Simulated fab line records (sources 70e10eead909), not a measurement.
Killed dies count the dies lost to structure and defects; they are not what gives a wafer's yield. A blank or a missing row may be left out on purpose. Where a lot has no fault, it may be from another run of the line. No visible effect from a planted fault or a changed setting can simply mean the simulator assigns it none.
Matching of chambers    flow nand_harc    ald_hk-01 running NHARC_A_CHANNEL_FILL_D1_ALD_14: 4 sister chambers
The step deposits SiO2, target thk 2.5 nm, pulse time 10 s, ald cycles 25. 4 wafers are shown with their chamber, then 12 later ones without.

WAFERS, EACH WITH ITS CHAMBER
wafer   chamber  heater_power_w (W)
L081.5  2        550
L085.2  3        509
L086.4  0        454
L086.5  1        432

WAFERS WITH NO CHAMBER GIVEN
wafer   heater_power_w (W)
L087.1  436
L087.2  539
L087.5  544
L090.1  544
L090.3  522
L090.5  541
L092.1  459
L092.3  424
L092.5  455
L095.1  443
L095.4  561
L095.6  429

WHICH CHAMBER EACH WENT THROUGH
wafer   from the rows above      in truth
L087.1  can't be placed: 1 or 0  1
L087.2  2                        2
L087.5  2                        2
L090.1  2                        2
L090.3  can't be placed: 3 or 2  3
L090.5  2                        2
L092.1  0                        0
L092.3  1                        1
L092.5  0                        0
L095.1  can't be placed: 0 or 1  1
L095.4  2                        2
L095.6  1                        1
9 of 12 placed correctly. These rows do not allow placing 3 (true chamber among the candidates in 3). Placed wrongly: 0.
How it was worked out, from the rows above alone: a wafer's distance from a chamber is the root of the sum, over the readings, of the square of ((its reading less the chamber's mean) divided by the reading's scatter). The wafer belongs to the nearest chamber; if the next one is less than 2 further off, it can't be placed. For every chamber, the mean is computed from those of its wafers that are shown. The scatter: root of mean squared gap, hidden wafer to nearest shown wafer, with one shown wafer a chamber.
